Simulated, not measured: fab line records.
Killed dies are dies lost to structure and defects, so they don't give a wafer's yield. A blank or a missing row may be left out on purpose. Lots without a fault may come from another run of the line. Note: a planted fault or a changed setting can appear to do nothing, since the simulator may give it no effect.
fab line records	flow n5_finfet
[record] lots = 7	wafers = 21
route steps=1938 shown WELL_APT@40 FIN_SAQP@94 FIN_CUT@173 SD_EPI_N@278 SD_EPI_P@312 SD_ACTIVATION@330 SDB@368 GATE_CUT@480
start_h: the number of hours between the record's first day and the start of the first shown wafer of the lot	wait_h: how many hours have passed since the lot's step before this one	" as in the row above	L1.1+2: several wafers, shown together as one row	- value missing, or start not given	* or withheld: withheld	< > ~ a bound
route shown NAME@n: a module of which the file shows steps, and the number in the route of the first	usual: average and standard deviation across the fault-free wafers	same: alike in all rows	chamber/n: place in a boat	sites: readings site by site	_std_site: standard deviation of those values	_edge_site: inner sites' mean taken away from outer sites' mean	radius_mm: how far each site lies from the wafer's centre	mask NAME#n: copy n	behind: the most recent tool/chamber to have shaped the wafer	hold: the reason the lot was held/the length of the hold in hours/how it ended	device: the n, p or np transistor that did not switch	end of line: tests of these same wafers at the route's end	step lacking rows: just its recipe	killed: at the first sort, the dies lost to defects and structure; wafer yield is something else	map: shows each die of a wafer: x if killed, . if not, _ if none is there
set.NAME: the setting that was run; set.NAME@STEP: the one run at that earlier step	model.NAME: the simulator's own value behind a step, which no gauge read
lots with deliberately changed settings; one table per step, one row per wafer
[[steps]]
[step N5_WELL_APT_PEB_23]
[recipe] peb_temp_c = 130	peb_time_s = 90
lot.wafer	tool	chamber	start_h	wait_h	set.peb_temp_c
L080.1+3+5	litho_track-05	0	51.43	0.1	130
L083.4+5+6	litho_track-05	0	68.93	0.0	130
L086.4+5+6	litho_track-02	0	87.00	0.0	130
L090.2	litho_track-02	0	111.14	0.0	130
L090.3+4	"	0	"	"	127.9
L093.1+2+5	litho_track-05	0	129.92	0.1	128.1
L096.1+3	litho_track-03	0	146.97	0.1	130
L096.2	"	0	"	"	132.4
L097.3+4+5	litho_track-02	0	152.76	0.0	130
[step N5_WELL_APT_DEVELOP_24]
[recipe] develop_time_s = 45	rinse_liquid = surfactant_rinse	dry = air_spin	dev_temp_c = 21
[step N5_WELL_APT_HARDBAKE_29]
[recipe] temp_c = 130	time_s = 120
[step N5_WELL_APT_CD_MEAS_25]
[recipe] target_cd_nm = 200	landing_energy_ev = 500	detector = se_inlens
[usual] cd_nm = 199.8/1.7
lot.wafer	tool	chamber	start_h	wait_h	set.peb_temp_c@WELL_APT_PEB_23	cd_nm
L080.1	cd_sem-02	0	51.55	-	130	199.4
L080.3	"	0	"	"	130	199.1
L080.5	"	0	"	"	130	200.7
L083.4	cd_sem-01	0	69.05	-	130	199.0
L083.5	"	0	"	"	130	199.1
L083.6	"	0	"	"	130	200.5
L086.4	cd_sem-02	0	87.11	-	130	200.7
L086.5	"	0	"	"	130	199.9
L086.6	"	0	"	"	130	200.4
L090.2	cd_sem-03	0	111.25	-	130	203.2
L090.3	"	0	"	"	127.9	189.7
L090.4	"	0	"	"	127.9	189.1
L093.1	cd_sem-03	0	130.03	-	128.1	189.1
L093.2	"	0	"	"	128.1	189.9
L093.5	"	0	"	"	128.1	190.7
L096.1	cd_sem-01	0	147.08	-	130	194.6
L096.2	"	0	"	"	132.4	210.1
L096.3	"	0	"	"	130	196.7
L097.3	cd_sem-01	0	152.88	-	130	201.4
L097.4	"	0	"	"	130	200.4
L097.5	"	0	"	"	130	201.2
[step N5_WELL_APT_DESCUM_30]
[recipe] chemistry = O2	time_s = 7.9	source_power_w = 50	bias_power_w = 20	pressure_mtorr = 20	rf_frequency_hz = 2.712e+07	temp_c = 40	o2_flow_sccm = 225
lot.wafer	tool	chamber	start_h	wait_h	set.time_s	set.peb_temp_c@WELL_APT_PEB_23	model.WELL_APT.cd_nm
L080.1	rie_diel-01	2	51.64	0.0	7.9	130	200
L080.3	"	3	"	"	8.93	130	199.1
L080.5	"	3	"	"	8.93	130	201.1
L083.4	rie_diel-01	0	69.13	0.0	7.9	130	199.1
L083.5	"	2	"	"	7.9	130	199.2
L083.6	"	1	"	"	7.9	130	200.6
L086.4	rie_diel-06	3	87.20	0.0	7.9	130	200.8
L086.5	"	2	"	"	7.9	130	200.1
L086.6	"	3	"	"	7.9	130	200.6
L090.2	rie_diel-06	0	111.34	0.0	7.9	130	203
L090.3	"	1	"	"	7.9	127.9	189.7
L090.4	"	3	"	"	6.796	127.9	188.8
L093.1	rie_diel-01	3	130.21	0.1	7.9	128.1	189.1
L093.2	"	1	"	"	6.587	128.1	189.9
L093.5	"	0	"	"	7.9	128.1	190.8
L096.1	rie_diel-06	0	147.17	0.0	6.413	130	194.6
L096.2	"	1	"	"	7.9	132.4	210.4
L096.3	"	3	"	"	6.413	130	196.4
L097.3	rie_diel-05	3	152.97	0.0	7.9	130	201.2
L097.4	"	0	"	"	6.62	130	200.2
L097.5	"	2	"	"	7.9	130	201.3
[step N5_FIN_SAQP_ALD_61]
[recipe] material = SiO2	target_thk_a = 40	temp_c = 300	ald_precursor_family = BDEAS	ald_co_reactant = O2-plasma	pulse_time_s = 1	purge_time_s = 2	co_reactant_purge_time_s = 2	ald_cycles = 43	pressure_torr = 2
lot.wafer	tool	chamber	start_h	wait_h	set.temp_c	model.SiO2_of_FIN_SAQP_ALD_61.thk_nm
L080.1	ald_sin-03	1	58.29	0.2	300	4.005
L080.3	"	2	"	"	303.7	3.962
L080.5	"	2	"	"	303.7	3.966
L083.4	ald_sin-01	1	74.82	0.0	300	3.983
L083.5	"	0	"	"	300	4.011
L083.6	"	3	"	"	300	3.992
L086.4	ald_sin-04	3	94.82	1.4	300	4
L086.5	"	0	"	"	311.7	3.935
L086.6	"	1	"	"	311.7	3.937
L090.2	ald_sin-03	0	116.67	0.0	288.3	4.144
L090.3	"	2	"	"	300	3.988
L090.4	"	3	"	"	288.3	4.142
L093.1	ald_sin-03	1	136.20	0.0	300	4.021
L093.2	"	2	"	"	300	4.023
L093.5	"	3	"	"	286.6	4.219
L096.1	ald_sin-01	2	152.50	0.0	300	4.041
L096.2	"	0	"	"	309.1	3.945
L096.3	"	1	"	"	309.1	3.993
L097.3	ald_sin-01	0	160.15	1.3	300	4.001
L097.4	"	1	"	"	307.2	3.967
L097.5	"	1	"	"	307.2	3.962
[step N5_FIN_SAQP_PECVD_06]
[recipe] material = a-Si	target_thk_a = 600	temp_c = 400	precursor = SiH4/He	pressure_torr = 3	rf_w = 100	time_s = 48.1
lot.wafer	tool	chamber	start_h	wait_h	set.time_s	model.a-Si_of_FIN_SAQP_PECVD_06.thk_nm
L080.1	pecvd-02	1	59.14	0.0	51.86	64.66
L080.3	"	2	"	"	51.86	64.29
L080.5	"	0	"	"	48.1	61.11
L083.4	pecvd-02	2	75.49	0.0	48.1	59.39
L083.5	"	1	"	"	48.1	60.02
L083.6	"	0	"	"	48.1	59.83
L086.4	pecvd-04	1	95.50	0.0	48.1	61.38
L086.5	"	0	"	"	48.1	61.34
L086.6	"	2	"	"	48.1	61.97
L090.2	pecvd-04	1	117.36	0.0	48.1	59.55
L090.3	"	0	"	"	53.58	66.48
L090.4	"	1	"	"	53.58	68.02
L093.1	pecvd-04	0	136.83	0.0	54.03	67.96
L093.2	"	1	"	"	48.1	60.15
L093.5	"	0	"	"	54.03	68
L096.1	pecvd-04	1	153.33	0.0	41.41	50.79
L096.2	"	0	"	"	41.41	50.94
L096.3	"	2	"	"	48.1	59.39
L097.3	pecvd-04	2	160.87	0.0	48.1	59.69
L097.4	"	1	"	"	48.1	60.16
L097.5	"	0	"	"	48.1	61.03
[step N5_FIN_SAQP_THK_MEAS_07]
[usual] thk_nm = 60.0/0.83
lot.wafer	tool	chamber	start_h	wait_h	set.time_s@FIN_SAQP_PECVD_06	thk_nm
L080.1	film_metro-01	-	59.23	0.1	51.86	64.6
L080.3	"	-	"	"	51.86	64.3
L080.5	"	-	"	"	48.1	61.1
L083.4	film_metro-01	-	75.55	0.0	48.1	59.4
L083.5	"	-	"	"	48.1	60.0
L083.6	"	-	"	"	48.1	59.8
L086.4	film_metro-01	-	95.56	0.0	48.1	61.3
L086.5	"	-	"	"	48.1	61.3
L086.6	"	-	"	"	48.1	62.0
L090.2	film_metro-02	-	117.45	0.1	48.1	59.6
L090.3	"	-	"	"	53.58	66.5
L090.4	"	-	"	"	53.58	68.0
L093.1	film_metro-01	-	136.92	0.1	54.03	68.0
L093.2	"	-	"	"	48.1	60.2
L093.5	"	-	"	"	54.03	68.0
L096.1	film_metro-01	-	153.42	0.1	41.41	50.8
L096.2	"	-	"	"	41.41	51.0
L096.3	"	-	"	"	48.1	59.4
L097.3	film_metro-02	-	160.96	0.1	48.1	59.7
L097.4	"	-	"	"	48.1	60.3
L097.5	"	-	"	"	48.1	61.0
[step N5_FIN_SAQP_MANDREL_ETCH_22]
[recipe] target_depth_a = 600	chemistry = HBr/Cl2	target = a-Si	stop_on = SiNx	bt_time_s = 10	over_etch_frac = 0.5	time_s = 30	pressure_mtorr = 10	icp_w = 800	bias_w = 75	HBr_flow_sccm = 150	Cl2_flow_sccm = 80	ends = end_point
[usual] oes_product_au = 0.769/0.0095
lot.wafer	tool	chamber	start_h	wait_h	set.over_etch_frac	set.time_s@FIN_SAQP_PECVD_06	oes_product_au	model.etch.depth_nm
L080.1	rie_si-01	3	60.10	0.0	0.514	51.86	0.809	64.6
L080.3	"	1	"	"	0.5	51.86	0.806	64.29
L080.5	"	2	"	"	0.514	48.1	0.763	61.06
L083.4	rie_si-01	1	76.41	0.0	0.5	48.1	0.770	59.39
L083.5	"	2	"	"	0.5	48.1	0.767	59.97
L083.6	"	3	"	"	0.5	48.1	0.778	59.82
L086.4	rie_si-01	3	96.54	0.0	0.4646	48.1	0.797	61.38
L086.5	"	2	"	"	0.5	48.1	0.769	61.34
L086.6	"	3	"	"	0.4646	48.1	0.799	61.96
L090.2	rie_si-01	0	118.32	0.0	0.5161	48.1	0.758	59.5
L090.3	"	2	"	"	0.5161	53.58	0.799	66.48
L090.4	"	1	"	"	0.5	53.58	0.833	68.01
L093.1	rie_si-06	0	137.67	0.0	0.5	54.03	0.833	67.95
L093.2	"	3	"	"	0.4772	48.1	0.774	60.15
L093.5	"	2	"	"	0.4772	54.03	0.850	67.97
L096.1	rie_si-06	2	154.28	0.0	0.5	41.41	0.711	50.79
L096.2	"	0	"	"	0.5349	41.41	0.684	50.89
L096.3	"	3	"	"	0.5349	48.1	0.744	59.39
L097.3	rie_si-01	2	161.83	0.0	0.5	48.1	0.768	59.69
L097.4	"	1	"	"	0.5	48.1	0.780	60.14
L097.5	"	1	"	"	0.5132	48.1	0.766	61
[step N5_FIN_CUT_CUT_ETCH_26]
[recipe] chemistry = CH3F/O2	target = SiNx	target_depth_a = 390	mask_material = SOC	time_s = 55.7	pressure_mtorr = 30	source_w = 395	bias_w = 73	Ar_flow_sccm = 150	CH3F_flow_sccm = 30	O2_flow_sccm = 20	ion_energy_ev = 120
lot.wafer	tool	chamber	start_h	wait_h	set.time_s	model.etch.depth_nm	model.SOC_of_FIN_CUT_COAT_18.thk_nm
L080.1	rie_diel-02	3	65.45	0.0	55.7	38.37	211.8
L080.3	"	1	"	"	55.7	39.73	211
L080.5	"	2	"	"	55.7	38.39	211.4
L083.4	rie_diel-03	0	81.94	0.0	55.7	39.09	210.8
L083.5	"	1	"	"	55.7	38.55	210.2
L083.6	"	2	"	"	55.7	38.5	211.2
L086.4	rie_diel-04	2	102.27	0.0	49.57	34	215
L086.5	"	3	"	"	55.7	39.07	213
L086.6	"	2	"	"	49.57	33.91	215
L090.2	rie_diel-02	1	123.50	0.0	47.15	33.55	213
L090.3	"	2	"	"	55.7	38.29	210.6
L090.4	"	3	"	"	47.15	32.31	213.8
L093.1	rie_diel-02	3	142.89	0.0	51.76	35.76	212.8
L093.2	"	2	"	"	51.76	35.74	213.4
L093.5	"	2	"	"	51.76	35.98	211.8
L096.1	rie_diel-04	2	162.49	0.0	51.74	35.23	213
L096.2	"	3	"	"	51.74	35.92	211.4
L096.3	"	0	"	"	55.7	38.88	211.4
L097.3	rie_diel-04	1	168.70	0.0	61.41	42.81	210.6
L097.4	"	0	"	"	55.7	38.57	212.6
L097.5	"	0	"	"	55.7	38.86	212.6
[step N5_SD_EPI_N_ETCH_45]
[recipe] chemistry = CH3F/O2	target = SiOCN	target_depth_a = 60	mask_material = SOC	ion_energy_ev = 60	bias_w = 29	pressure_mtorr = 15	source_w = 410	Ar_flow_sccm = 150	CH3F_flow_sccm = 30	O2_flow_sccm = 20
lot.wafer	tool	chamber	start_h	wait_h	set.target_depth_a	model.etch.depth_nm
L080.1	rie_diel-01	0	88.97	0.1	60	5.892
L080.3	"	2	"	"	65.14	6.514
L080.5	"	1	"	"	65.14	6.426
L083.4	rie_diel-06	2	103.36	0.1	60	5.847
L083.5	"	3	"	"	60	5.934
L083.6	"	0	"	"	60	5.987
L086.4	rie_diel-05	3	123.59	0.1	60	6.088
L086.5	"	2	"	"	60	6.162
L086.6	"	3	"	"	60	6.073
L090.2	rie_diel-01	3	144.82	0.1	60	5.944
L090.3	"	1	"	"	60	5.885
L090.4	"	0	"	"	60	5.895
L093.1	rie_diel-05	3	165.59	0.1	60	6.148
L093.2	"	1	"	"	64.35	6.538
L093.5	"	2	"	"	60	6.177
L096.1	rie_diel-06	0	190.68	0.1	63.3	6.336
L096.2	"	3	"	"	60	5.956
L096.3	"	1	"	"	63.3	6.341
L097.3	rie_diel-01	0	194.73	0.1	60	5.891
L097.4	"	2	"	"	60	6.021
L097.5	"	3	"	"	60	5.995
[step N5_SD_EPI_N_ETCH_16]
[recipe] chemistry = CHF3/O2	target = SiO2	target_depth_a = 50	mask_material = SOC	pressure_mtorr = 30	source_w = 650	bias_w = 170	Ar_flow_sccm = 200	CHF3_flow_sccm = 50	O2_flow_sccm = 5	ion_energy_ev = 200
lot.wafer	tool	chamber	start_h	wait_h	set.target_depth_a	model.etch.depth_nm
L080.1	rie_diel-01	0	89.07	0.1	50	4.964
L080.3	"	2	"	"	50	5.048
L080.5	"	1	"	"	55.86	5.57
L083.4	rie_diel-06	2	103.46	0.1	50	4.913
L083.5	"	3	"	"	50	4.927
L083.6	"	0	"	"	50	5.018
L086.4	rie_diel-05	3	123.71	0.1	50	5.079
L086.5	"	2	"	"	47.72	4.935
L086.6	"	3	"	"	50	5.102
L090.2	rie_diel-01	3	144.92	0.1	50	4.99
L090.3	"	1	"	"	50	4.964
L090.4	"	0	"	"	44.7	4.453
L093.1	rie_diel-05	3	165.69	0.1	50	5.12
L093.2	"	1	"	"	50	5.092
L093.5	"	2	"	"	50	5.132
L096.1	rie_diel-06	0	190.78	0.1	55.41	5.491
L096.2	"	3	"	"	50	4.953
L096.3	"	1	"	"	55.41	5.464
L097.3	rie_diel-01	0	194.83	0.1	50	4.955
L097.4	"	2	"	"	50	5.02
L097.5	"	3	"	"	50	5.024
[step N5_SD_EPI_P_ETCH_16]
[recipe] chemistry = CHF3/O2	target = SiO2	target_depth_a = 50	mask_material = SOC	pressure_mtorr = 30	source_w = 650	bias_w = 170	Ar_flow_sccm = 200	CHF3_flow_sccm = 50	O2_flow_sccm = 5	ion_energy_ev = 200
lot.wafer	tool	chamber	start_h	wait_h	set.target_depth_a	model.etch.depth_nm
L080.1	rie_diel-04	0	94.26	0.1	50	4.97
L080.3	"	3	"	"	46.67	4.642
L080.5	"	3	"	"	50	4.949
L083.4	rie_diel-03	2	108.69	0.1	50	4.967
L083.5	"	0	"	"	50	4.959
L083.6	"	1	"	"	50	4.965
L086.4	rie_diel-02	3	129.80	0.0	50	4.897
L086.5	"	2	"	"	50	4.862
L086.6	"	0	"	"	47.21	4.656
L090.2	rie_diel-02	3	150.53	0.1	46.84	4.617
L090.3	"	1	"	"	50	5.061
L090.4	"	1	"	"	46.84	4.769
L093.1	rie_diel-04	0	170.13	0.1	50	4.988
L093.2	"	2	"	"	50	4.874
L093.5	"	3	"	"	50	4.977
L096.1	rie_diel-02	0	195.65	0.1	53.49	5.306
L096.2	"	2	"	"	50	5.264
L096.3	"	1	"	"	50	5.13
L097.3	rie_diel-02	0	199.28	0.1	55.53	5.471
L097.4	"	3	"	"	50	5.085
L097.5	"	2	"	"	55.53	5.725
[step N5_SD_EPI_P_EPI_21]
[recipe] material = SiGe:B	dopant = B	temp_c = 550	pressure_torr = 20	ambient = H2	time_s = 355
lot.wafer	tool	chamber	start_h	wait_h	set.temp_c	model.SiGe-B_of_SD_EPI_P_EPI_21.thk_nm
L080.1	epi_rpcvd-04	0	95.16	0.2	550	60.8
L080.3	"	0	"	"	552.1	65
L080.5	"	0	"	"	550	61.4
L083.4	epi_rpcvd-01	0	110.99	1.5	550	61.2
L083.5	"	0	"	"	550	61
L083.6	"	0	"	"	550	60.6
L086.4	epi_rpcvd-04	0	132.07	1.5	550	60.6
L086.5	"	0	"	"	550	60.4
L086.6	"	0	"	"	550	59.6
L090.2	epi_rpcvd-01	0	151.62	0.5	550	61.8
L090.3+4	"	0	"	"	550	62.2
L093.1	epi_rpcvd-03	0	170.87	0.1	550	61
L093.2+5	"	0	"	"	550	61.4
L096.1	epi_rpcvd-03	0	196.38	0.1	551.2	62.6
L096.2	"	0	"	"	550	60.6
L096.3	"	0	"	"	550	60.8
L097.3	epi_rpcvd-03	0	200.74	0.8	550	60.2
L097.4	"	0	"	"	550	61
L097.5	"	0	"	"	550	60
[step N5_SD_EPI_P_HM_STRIP_48]
[recipe] chemistry = H3PO4	temp_c = 160	material = SiNx	target = SiNx	target_depth_a = 30	overetch_fraction = 0.3
lot.wafer	tool	chamber	start_h	wait_h	set.temp_c@SD_EPI_P_EPI_21	model.SiGe-B_of_SD_EPI_P_EPI_21.thk_nm
L080.1	wet_bench-06	3	98.14	0.0	550	60.6
L080.3	"	1	"	"	552.1	64.6
L080.5	"	0	"	"	550	61.2
L083.4	wet_bench-06	0	112.50	0.0	550	61
L083.5	"	1	"	"	550	60.6
L083.6	"	4	"	"	550	60.2
L086.4+5	wet_bench-06	1,2	133.58	0.0	550	60.2
L086.6	"	0	"	"	550	59.4
L090.2	wet_bench-03	3	153.51	0.0	550	61.6
L090.3	"	1	"	"	550	61.8
L090.4	"	7	"	"	550	62
L093.1	wet_bench-06	6	173.10	0.0	550	60.6
L093.2+5	"	7,2	"	"	550	61.2
L096.1	wet_bench-02	4	198.62	0.0	551.2	62.2
L096.2	"	0	"	"	550	60.4
L096.3	"	1	"	"	550	60.6
L097.3	wet_bench-02	0	202.25	0.0	550	60
L097.4	"	7	"	"	550	60.8
L097.5	"	2	"	"	550	59.8
[step N5_SD_EPI_P_SRD_49]
[recipe] dry = ipa_marangoni	time_s = 30	temp_c = 23	rinse_liquid = diw
[step N5_SD_EPI_P_PRECLEAN_24]
[recipe] chemistry = O3/DIW	time_s = 45	temp_c = 22	o3_ppm = 10
[step N5_SD_ACTIVATION_RTA_00]
[recipe] temp_c = 975	time_s = 0	ambient = N2	idle_temp_c = 600	ramp_up_c_per_s = 150	ramp_down_c_per_s = 60	cool_to_c = 600
[step N5_SD_ACTIVATION_LSA_01]
[recipe] temp_c = 1080	time_s = 0.0008	ambient = N2
[step N5_SD_ACTIVATION_RS_MEAS_03]
[recipe] thk_meas_gauge = four-point-probe
[usual] RS_SD_N = 22.0/0.32	RS_SD_P = 56.4/0.8
lot.wafer	tool	chamber	start_h	wait_h	set.temp_c@SD_EPI_P_EPI_21	RS_SD_N[ohm/sq]	RS_SD_P[ohm/sq]
L080.1	film_metro-02	-	98.86	0.2	550	21.8	56.5
L080.3	"	-	"	"	552.1	21.7	53.0
L080.5	"	-	"	"	550	21.5	55.7
L083.4	film_metro-02	-	113.14	0.1	550	22.0	56.5
L083.5	"	-	"	"	550	22.0	57.0
L083.6	"	-	"	"	550	22.1	57.3
L086.4	film_metro-01	-	134.21	0.1	550	21.8	57.8
L086.5	"	-	"	"	550	21.7	57.5
L086.6	"	-	"	"	550	22.0	58.7
L090.2	film_metro-02	-	154.43	0.2	550	22.5	55.8
L090.3	"	-	"	"	550	22.5	55.8
L090.4	"	-	"	"	550	22.6	55.6
L093.1	film_metro-02	-	173.88	0.2	550	21.7	56.5
L093.2	"	-	"	"	550	21.4	56.4
L093.5	"	-	"	"	550	21.2	55.9
L096.1	film_metro-01	-	199.33	0.2	551.2	22.1	55.2
L096.2	"	-	"	"	550	21.8	57.0
L096.3	"	-	"	"	550	21.7	56.4
L097.3	film_metro-01	-	203.29	0.2	550	22.3	56.6
L097.4	"	-	"	"	550	22.3	55.9
L097.5	"	-	"	"	550	22.0	56.9
[step N5_SDB_ETCH_25]
[recipe] chemistry = C4F6/O2	target = SiO2	target_depth_a = 100	time_s = 3.3	ion_energy_ev = 250	mask_material = SiNx	pressure_mtorr = 30	source_w = 345	bias_w = 185	Ar_flow_sccm = 300	C4F6_flow_sccm = 10	O2_flow_sccm = 10
lot.wafer	tool	chamber	start_h	wait_h	set.time_s	model.etch.depth_nm
L080.1	rie_diel-01	2	106.71	0.1	3.3	9.945
L080.3	"	1	"	"	3.3	9.909
L080.5	"	1	"	"	3.3	9.937
L083.4	rie_diel-01	1	121.21	0.4	3.3	9.77
L083.5	"	2	"	"	3.3	9.922
L083.6	"	3	"	"	3.3	9.792
L086.4	rie_diel-05	1	142.25	0.0	3.562	10.91
L086.5	"	3	"	"	3.3	10.14
L086.6	"	0	"	"	3.562	10.85
L090.2	rie_diel-06	1	162.35	0.3	3.3	9.986
L090.3	"	3	"	"	3.3	9.876
L090.4	"	0	"	"	3.721	11.35
L093.1	rie_diel-06	3	182.46	0.0	3.3	10.01
L093.2	"	0	"	"	3.803	11.62
L093.5	"	2	"	"	3.803	11.45
L096.1	rie_diel-06	1	207.66	0.0	3.834	11.69
L096.2	"	2	"	"	3.834	11.57
L096.3	"	3	"	"	3.3	9.921
L097.3	rie_diel-06	0	211.26	0.0	3.547	10.73
L097.4	"	2	"	"	3.3	9.821
L097.5	"	2	"	"	3.547	10.5
[step N5_GATE_CUT_COAT_27]
[recipe] resist = underlayer	temp_c = 205	time_s = 60	spin_rpm = 1500	resist_thk_nm = 10
lot.wafer	tool	chamber	start_h	wait_h	set.spin_rpm	model.underlayer_of_GATE_CUT_COAT_27.thk_nm
L080.1	litho_track-02	0	-	-	1500	10
L080.3+5	"	0	"	"	1587	9.8
L083.4+5+6	litho_track-04	0	-	-	1500	10
L086.4+5+6	litho_track-02	0	-	-	1500	10
L090.2+4	litho_track-04	0	-	-	1500	10
L090.3	"	0	"	"	1582	9.8
L093.1	litho_track-04	0	-	-	1610	9.6
L093.2+5	"	0	"	"	1500	10
L096.1+3	litho_track-01	0	-	-	1500	10
L096.2	"	0	"	"	1386	10.4
L097.3+5	litho_track-02	0	-	-	1500	10
L097.4	"	0	"	"	1551	9.8
[[key]]
[split] step = N5_WELL_APT_PEB_23	setting = peb_temp_c	stated = 130	by = wafer
[response] step = N5_WELL_APT_CD_MEAS_25	reading = cd_nm	change = +8.13	per = 1%	r = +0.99
[response] step = N5_WELL_APT_DESCUM_30	reading = model.WELL_APT.cd_nm	change = +8.27	per = 1%	r = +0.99
[split] step = N5_WELL_APT_DESCUM_30	setting = time_s	stated = 7.9	by = wafer
response none clear
[split] step = N5_FIN_SAQP_ALD_61	setting = temp_c	stated = 300	by = wafer
[response] step = N5_FIN_SAQP_ALD_61	reading = model.SiO2_of_FIN_SAQP_ALD_61.thk_nm	change = -0.0312	per = 1%	r = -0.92
[split] step = N5_FIN_SAQP_PECVD_06	setting = time_s	stated = 48.1	by = wafer
[response] step = N5_FIN_SAQP_PECVD_06	reading = model.a-Si_of_FIN_SAQP_PECVD_06.thk_nm	change = +0.614	per = 1%	r = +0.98
[response] step = N5_FIN_SAQP_THK_MEAS_07	reading = thk_nm	change = *	per = 1%	r = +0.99
[response] step = N5_FIN_SAQP_MANDREL_ETCH_22	reading = oes_product_au	change = +0.00463	per = 1%	r = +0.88
[response] step = N5_FIN_SAQP_MANDREL_ETCH_22	reading = model.etch.depth_nm	change = +0.615	per = 1%	r = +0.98
[split] step = N5_FIN_SAQP_MANDREL_ETCH_22	setting = over_etch_frac	stated = 0.5	by = wafer
response none clear
[split] step = N5_FIN_CUT_CUT_ETCH_26	setting = time_s	stated = 55.7	by = wafer
[response] step = N5_FIN_CUT_CUT_ETCH_26	reading = model.etch.depth_nm	change = +0.398	per = 1%	r = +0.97
[response] step = N5_FIN_CUT_CUT_ETCH_26	reading = model.SOC_of_FIN_CUT_COAT_18.thk_nm	change = -0.178	per = 1%	r = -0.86
[split] step = N5_SD_EPI_N_ETCH_45	setting = target_depth_a	stated = 60	by = wafer
[response] step = N5_SD_EPI_N_ETCH_45	reading = model.etch.depth_nm	change = +0.0626	per = 1%	r = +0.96
[split] step = N5_SD_EPI_N_ETCH_16	setting = target_depth_a	stated = 50	by = wafer
[response] step = N5_SD_EPI_N_ETCH_16	reading = model.etch.depth_nm	change = +0.0479	per = 1%	r = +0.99
[split] step = N5_SD_EPI_P_ETCH_16	setting = target_depth_a	stated = 50	by = wafer
[response] step = N5_SD_EPI_P_ETCH_16	reading = model.etch.depth_nm	change = +0.0423	per = 1%	r = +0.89
[split] step = N5_SD_EPI_P_EPI_21	setting = temp_c	stated = 550	by = wafer
[response] step = N5_SD_EPI_P_EPI_21	reading = model.SiGe-B_of_SD_EPI_P_EPI_21.thk_nm	change = +9.84	per = 1%	r = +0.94
[response] step = N5_SD_EPI_P_HM_STRIP_48	reading = model.SiGe-B_of_SD_EPI_P_EPI_21.thk_nm	change = +9.22	per = 1%	r = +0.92
[response] step = N5_SD_ACTIVATION_RS_MEAS_03	reading = RS_SD_P	change = -7.87	per = 1%	r = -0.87
[split] step = N5_SDB_ETCH_25	setting = time_s	stated = 3.3	by = wafer
[response] step = N5_SDB_ETCH_25	reading = model.etch.depth_nm	change = +0.104	per = 1%	r = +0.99
[split] step = N5_GATE_CUT_COAT_27	setting = spin_rpm	stated = 1500	by = wafer
[response] step = N5_GATE_CUT_COAT_27	reading = model.underlayer_of_GATE_CUT_COAT_27.thk_nm	change = -0.0477	per = 1%	r = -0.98
